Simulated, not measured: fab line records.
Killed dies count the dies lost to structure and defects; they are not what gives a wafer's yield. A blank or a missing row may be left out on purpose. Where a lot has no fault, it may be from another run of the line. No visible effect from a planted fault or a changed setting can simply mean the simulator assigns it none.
Code-filled problem report in 8D (eight disciplines) form :: flow n5-finfet :: the parts of the form that need people (team, actions taken, sign-off) are left out

== 1. WHAT IS WRONG ==
N5_BEOL_M1_INSPECT_59, raw-defect-count: mean 341 over 1 wafer from 1 lot; wafers with no fault: 82, standard deviation 29. Measured from the usual mean, that is +8.9 standard deviations.
The step: inspects for defects (darkfield).
The first sign was on wafer L311.2 at day 9 16:23, on defect-inspect-02. The record has a number at this step for 27 wafers belonging to 9 lots. Rule for "out" (also "out of limits"): further than 4 standard deviations from the usual mean. Any other wafer with a number is counted as sound.

== 2. WHAT THIS IS AND IS NOT ==
question: which readings at this step
is: raw-defect-count
is not: -

question: which lots
is: L311
is not: L300, L302, L305, L307, L308, L313, L318, L322

question: which wafers of those lots
is: L311.2
is not: L311.1, L311.4

question: read on which gauges
is: defect-inspect-02
is not: defect-inspect-01

question: when
is: from day 9 16:23
is not: up to then (17 sound wafers); but 9 sound wafers of L313, L318, L322 came after

== 3. THE SUSPECTS, EACH WITH WHAT RULES IT OUT ==
Counting: any tool at a process step up to the reading remains a suspect provided it ran every lot that is out. Sound lots after the first of them don't rule it out here, since some wafers of a struck lot are sound.
- ruled out: the gauge at N5_BEOL_M1_INSPECT_59. All the wafers that are out were read on defect-inspect-02, but those of them that N5_PASSIVATION_PROBE_49 has rows for are out there too, on other tools.
- cmp-02 at N5_BEOL_M1_CMP_52 (polishes, stops on SiOC, t overpolish 6.8 s, target thk 40 nm): kept. The lot that is out, L311, ran on it at day 9 15:48; the last sound lot it ran before that was L302, at day 7 04:36.
- cvd-co-01 at N5_BEOL_M1_PRE_CLEAN_60 (time 15 s): kept. The lot that is out, L311, ran on it at day 9 16:08; the last sound lot it ran before that was L308, at day 9 06:34.
- cvd-co-01 at N5_BEOL_M1_CO_CAP_55 (material Co, precursor CCTBA/H2, target thk 2 nm, time 102.1 s): kept. The lot that is out, L311, ran on it at day 9 16:10; the last sound lot it ran before that was L308, at day 9 06:36.
- cmp-02, N5_BEOL_M1_CMP_52: wafers that are out in chamber 1, sound lot-mates in chambers 0, 3.
- At N5_BEOL_M1_PRE_CLEAN_60 on cvd-co-01, chamber 0 took the sound wafers of the same lots and chamber 1 took the wafers that are out.
- At N5_BEOL_M1_CO_CAP_55 on cvd-co-01, chamber 0 took the sound wafers of the same lots and chamber 1 took the wafers that are out.
The count leaves cmp-02 at N5_BEOL_M1_CMP_52, cvd-co-01 at N5_BEOL_M1_PRE_CLEAN_60, and cvd-co-01 at N5_BEOL_M1_CO_CAP_55.

== 4. THE CAUSE (what the simulator had put in) ==
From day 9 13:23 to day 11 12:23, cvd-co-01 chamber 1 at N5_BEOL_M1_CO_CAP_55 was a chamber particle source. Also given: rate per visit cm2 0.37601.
Of the 3 suspects that counting leaves, this tool is one.

== 5. THE CHAIN OF EFFECTS, in route order ==
Each row: a reading where the mean over the struck wafers with a number is more than 3 standard deviations away from the usual. Only readings for which the record gives a usual standard deviation are gone through. hours: the time from each lot's start at the first step in this table that gives one to its start at this step, as a median over the lots. sigmas: the change in usual standard deviations.
hours: 0
step: N5_BEOL_M1_INSPECT_59
reading: raw-defect-count
usual: 82
on struck wafers: 341
change: +259
sigmas: +8.9

hours: 137
step: N5_PASSIVATION_PROBE_49
reading: killed_at_M0_to_M3
usual: 36
on struck wafers: 113
change: +77
sigmas: +6.4

hours: 137
step: N5_PASSIVATION_PROBE_49
reading: killed-dies
usual: 102
on struck wafers: 148
change: +46
sigmas: +3.1

hours: 137
step: N5_PASSIVATION_PROBE_49
reading: sort-n-pass
usual: 1078
on struck wafers: 1032
change: -46
sigmas: -3.1
It contains these process steps:
- N5_PASSIVATION_PROBE_49
Later measuring or inspecting steps at which every struck wafer that the step has a row for has a number for every such reading, and none has moved that far: N5_BEOL_M4_RC_MEAS_101.

== 6. HOW IT WOULD HAVE BEEN CAUGHT EARLIER ==
Counted from the fault's start at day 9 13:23, it took 3 hours until the first out-of-limits reading at a measuring or inspecting step in this record, taken at day 9 16:23.
An alarm limit of 4 standard deviations would not have fired on the tool readings at N5_BEOL_M1_CO_CAP_55 for which the record gives a usual standard deviation, since none of them was out on any struck wafer.
By day 9 16:23 the whole set of lots that are out, 1 in number, had already begun N5_BEOL_M1_CO_CAP_55 on cvd-co-01. A hold on the tool at that time would have spared none of them.
